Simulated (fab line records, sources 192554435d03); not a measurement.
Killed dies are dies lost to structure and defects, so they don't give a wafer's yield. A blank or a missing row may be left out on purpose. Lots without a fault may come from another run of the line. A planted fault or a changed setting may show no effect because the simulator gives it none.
fab line records | flow n5_finfet
record lots=11 wafers=32 last_day=19
route steps=1938 shown BEOL_M9@1447
lots that met no fault: from a run of the same line without faults
start_h: hours from the record's first day to the start of the lot's first wafer shown | wait_h: hours since the lot's step before | " the same as in the row above | L1.1+2: a row that stands for several wafers | - no value, or no start given | * or withheld: withheld | < > ~ a bound
route shown NAME@n: a module of which the file shows steps, and the number in the route of the first | usual: mean/standard deviation of fault-free wafers | same: alike in all rows | chamber/n: place in a boat | sites: the reading at each site | _std_site: their standard deviation | _edge_site: outer sites' mean less inner sites' | radius_mm: how far each site lies from the wafer's centre | mask NAME#n: copy n | behind: the tool/chamber that last shaped the wafer | hold: why the lot was held/for how many hours/how that ended | device: the transistor (n, p or np) that didn't switch | end of line: the same wafers' tests at the end of the route | a step without rows: its recipe alone | killed: dies lost to structure and defects at the first sort, not the wafer's yield | map: a wafer's dies, x killed, . not, _ none there
set.NAME: the setting as run; set.NAME@STEP: as run at that earlier step | model.NAME: the simulator's own value behind a step, which no gauge read
steps of the route over a sample of lots; a table a step, a row a wafer
services: from which hour (start_h, from the record's first day; less than 0 if before it) a tool's chamber was out of use, for how many hours, and why
## steps
# step N5_BEOL_M9_ETCH_41
# recipe chemistry=CH3F/O2 target=SiCN target_depth_a=366 taper_deg=2 time_s=70.1 ion_energy_ev=120 mask_material=TiN pressure_mtorr=30 source_w=395 bias_w=75 Ar_flow_sccm=150 CH3F_flow_sccm=30 O2_flow_sccm=20
# usual drypump_motor_current_A=5.7/0.54 oes_product_au=0.77/0.066 rf_vpp_V=297.3/1.4 showerhead_plenum_p_Torr=2.00/0.063 throttle_valve_pct=16.33/0.24
# columns lot.wafer tool chamber start_h wait_h drypump_motor_current_A oes_product_au rf_hours_counter_h rf_vpp_V showerhead_plenum_p_Torr throttle_valve_pct
L962.2 rie_diel-01 3 - - 6.3 0.84 61 296.0 1.94 15.97
L962.4 " 1 " " 5.8 0.70 211 295.3 1.91 16.52
L962.5 " 0 " " 6.0 0.69 - 297.2 1.98 16.53
L964.2 rie_diel-01 0 - - 6.0 0.69 195 296.2 1.98 16.55
L964.3 " 2 " " 5.9 0.76 123 298.9 2.09 16.39
L964.6 " 3 " " 6.3 0.85 - 294.9 1.94 15.96
L963.2 rie_diel-06 3 - - 6.0 0.74 172 297.4 1.99 16.25
L963.4 " 2 " " 5.9 0.72 181 299.2 2.09 16.43
L963.6 " 1 " " 5.2 0.90 - 297.5 2.06 16.48
L967.1 rie_diel-01 0 - - 6.1 0.69 199 295.8 1.98 16.53
L967.3 " 3 " " 6.2 0.84 66 296.8 1.94 15.98
L967.6 " 2 " " 5.8 0.76 - 297.3 2.09 16.41
L970.2 rie_diel-03 0 - - 5.5 0.87 44 298.5 2.03 16.18
L970.3 " 2 " " 5.1 0.77 118 298.4 2.02 16.31
L970.4 " 3 " " 4.7 0.74 161 295.4 1.92 16.41
L972.4 rie_diel-06 1 - - 5.2 0.87 48 298.3 2.05 16.50
L972.5 " 2 " " 5.9 0.71 - 300.0 2.09 16.43
L972.6 " 3 " " 6.0 0.72 - 296.6 1.99 16.28
L973.2 rie_diel-03 2 - - 5.1 0.77 121 296.9 2.02 16.31
L973.5 " 0 " " 5.5 0.86 - 297.6 2.03 16.17
L973.6 " 3 " " 4.7 0.76 - 295.9 1.92 16.42
L971.1 rie_diel-03 2 - - 5.1 0.77 122 298.1 2.02 16.33
L971.5 " 1 " " 5.0 0.79 - 296.3 1.92 16.55
L979.1 rie_diel-06 0 - - 6.6 0.83 86 297.3 2.01 15.80
L979.3 " 3 " " 5.9 0.69 199 296.5 1.98 16.31
L979.5 " 3 " " 6.0 0.70 - 298.6 1.98 16.31
L982.1 rie_diel-01 0 - - 6.0 0.66 233 297.7 1.97 16.59
L982.4 " 1 " " 5.8 0.68 250 295.9 1.90 16.61
L982.5 " 2 " " 5.9 0.73 - 300.0 2.08 16.47
L984.3 rie_diel-01 2 - - 5.9 0.73 164 297.8 2.08 16.46
L984.4 " 2 " " 5.9 0.74 - 299.8 2.08 16.48
L984.5 " 0 " " 6.1 0.67 - 294.5 1.97 16.61
# step N5_BEOL_M9_CURE_72
# recipe temp_c=370 time_s=120 ambient=DMADMS/He material=SiCOH_lowk
# usual lamp_power_pct=52.31/0.051 wafer_temp_C_max=371.8/0.73
# columns lot.wafer tool chamber start_h wait_h lamp_power_pct wafer_temp_C_max
L962.2 uv_cure-01 0 247.69 0.1 52.29 370.7
L962.4 " 0 " " 52.31 371.0
L962.5 " 0 " " 52.30 371.8
L964.2 uv_cure-01 1 256.64 0.1 52.26 372.6
L964.3 " 1 " " 52.27 372.1
L964.6 " 1 " " 52.41 372.5
L963.2 uv_cure-01 2 266.09 0.1 52.32 370.4
L963.4 " 2 " " 52.37 370.9
L963.6 " 2 " " 52.24 370.8
L967.1 uv_cure-02 2 270.41 0.0 52.32 372.5
L967.3 " 2 " " 52.36 372.0
L967.6 " 2 " " 52.23 372.3
L970.2 uv_cure-01 1 296.76 0.1 52.38 373.0
L970.3 " 1 " " 52.34 371.3
L970.4 " 1 " " 52.31 372.3
L972.4 uv_cure-03 0 296.91 0.2 52.29 371.2
L972.5 " 0 " " 52.37 371.3
L972.6 " 0 " " 52.28 371.3
L973.2 uv_cure-03 2 304.57 0.1 52.40 372.6
L973.5 " 2 " " 52.30 371.8
L973.6 " 2 " " 52.30 371.4
L971.1 uv_cure-02 1 310.25 0.0 52.34 375.1
L971.5 " 1 " " 52.33 371.7
L979.1 uv_cure-03 2 360.06 0.0 52.34 371.6
L979.3 " 2 " " 52.27 372.0
L979.5 " 2 " " 52.41 371.6
L982.1 uv_cure-01 2 382.15 0.0 52.32 371.4
L982.4 " 2 " " 52.30 371.3
L982.5 " 2 " " 52.25 370.6
L984.3 uv_cure-01 2 384.41 0.1 52.32 371.1
L984.4 " 2 " " 52.39 370.7
L984.5 " 2 " " 52.24 370.8
# step N5_BEOL_M9_CVD_78
# recipe material=Co target_thk_a=20 temp_c=withheld precursor=CCTBA/H2 pressure_torr=30 time_s=138.9
# usual run_length_s=161.5/0.47
# columns lot.wafer tool chamber start_h wait_h run_length_s
L962.2 cvd_co-02 1 249.09 0.1 161.9
L962.4 " 1 " " 161.4
L962.5 " 0 " " 161.0
L964.2 cvd_co-01 0 257.58 0.0 162.0
L964.3 " 0 " " 161.5
L964.6 " 1 " " 161.4
L963.2 cvd_co-02 0 267.21 0.3 160.7
L963.4 " 0 " " 160.9
L963.6 " 1 " " 161.4
L967.1 cvd_co-02 0 271.24 0.0 160.7
L967.3 " 2 " " 162.2
L967.6 " 2 " " 161.7
L970.2 cvd_co-01 0 299.06 0.0 161.9
L970.3 " 2 " " 161.2
L970.4 " 0 " " 161.5
L972.4 cvd_co-01 2 299.68 0.1 161.6
L972.5 " 1 " " 161.7
L972.6 " 0 " " 289.2
L973.2 cvd_co-01 0 305.66 0.0 161.7
L973.5 " 2 " " 161.3
L973.6 " 0 " " 288.9
L971.1 cvd_co-01 1 312.07 0.4 288.6
L971.5 " 1 " " 161.6
L979.1 cvd_co-02 0 360.96 0.0 160.7
L979.3 " 1 " " 161.8
L979.5 " 0 " " 160.6
L982.1 cvd_co-02 1 383.04 0.1 161.9
L982.4 " 1 " " 161.7
L982.5 " 2 " " 161.6
L984.3 cvd_co-02 0 385.57 0.0 160.5
L984.4 " 2 " " 161.6
L984.5 " 1 " " 161.6
# step N5_BEOL_M9_RS_MEAS_57
# recipe thk_meas_gauge=four-point-probe reads=Cu_of_BEOL_M9_ECD_50+Co_of_BEOL_M9_CVD_78+TaN_of_BEOL_M9_ALD_74
# usual M9_RS=0.152/0.0035
# columns lot.wafer tool chamber start_h wait_h M9_RS[ohm/sq]
L962.2 film_metro-02 - 251.17 0.1 0.150
L962.4 " - " " 0.150
L962.5 " - " " 0.153
L964.2 film_metro-02 - 258.70 0.1 0.156
L964.3 " - " " 0.157
L964.6 " - " " 0.152
L963.2 film_metro-02 - 270.11 0.1 0.159
L963.4 " - " " 0.155
L963.6 " - " " 0.146
L967.1 film_metro-01 - 272.33 0.1 0.153
L967.3 " - " " 0.150
L967.6 " - " " 0.155
L970.2 film_metro-02 - 302.92 0.1 0.155
L970.3 " - " " 0.151
L970.4 " - " " 0.153
L972.4 film_metro-01 - 303.71 0.0 0.147
L972.5 " - " " 0.155
L972.6 " - " " 0.157
L973.2 film_metro-01 - 309.39 0.1 0.150
L973.5 " - " " 0.152
L973.6 " - " " 0.151
L971.1 film_metro-02 - 315.30 0.1 0.146
L971.5 " - " " 0.144
L979.1 film_metro-01 - 362.34 0.1 0.149
L979.3 " - " " 0.160
L979.5 " - " " 0.158
L982.1 film_metro-01 - 385.60 0.1 0.156
L982.4 " - " " 0.152
L982.5 " - " " 0.154
L984.3 film_metro-01 - 387.26 0.1 0.154
L984.4 " - " " 0.154
L984.5 " - " " 0.157
## services
# columns tool chamber start_h hours kind
rie_diel-06 2 224.10 3.8 repair
uv_cure-03 - 230.15 0.9 repair
uv_cure-03 - 240.04 22.2 pm
cvd_co-01 2 254.90 3.5 repair
cvd_co-02 - 255.23 0.4 repair
rie_diel-03 2 257.70 2.6 repair
uv_cure-03 - 278.17 1.0 pm
rie_diel-03 - 281.46 14.6 pm
uv_cure-02 - 285.79 2.4 repair
uv_cure-01 - 293.71 1.0 pm
cvd_co-02 - 305.78 6.9 pm
cvd_co-01 - 321.62 1.0 repair
cvd_co-01 1 333.33 - clean
cvd_co-01 1 333.33 22.0 scheduled_down
cvd_co-01 1 333.33 22.0 vent_cycle
rie_diel-03 0 348.81 7.2 repair
uv_cure-03 - 362.65 2.1 pm
rie_diel-01 1 381.93 - clean
rie_diel-01 1 381.93 - consumable_replace:focus_ring
rie_diel-01 1 381.93 - consumable_replace:showerhead
rie_diel-01 1 381.93 34.8 scheduled_down
rie_diel-01 1 381.93 34.8 vent_cycle
## key
first_sign step=N5_BEOL_M9_CVD_78 reading=run_length_s direction=up sigmas=99+ usual=* struck=*
effect none on later readings
met_at N5_BEOL_M9_CVD_78
struck_lots L971,L972,L973
struck_wafers L971.1,L972.6,L973.6
not_acting_at N5_BEOL_M9_ETCH_41,N5_BEOL_M9_CURE_72,N5_BEOL_M9_RS_MEAS_57
onset_between 299.06 299.68
fault kind=process_parameter_drift tool=cvd_co-01 chamber=- onset_h=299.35 steps=N5_BEOL_M9_CVD_78 channel=time_s offset=* shape=step end_h=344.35 scope=struck_wafers_only acts_in=* stated=*
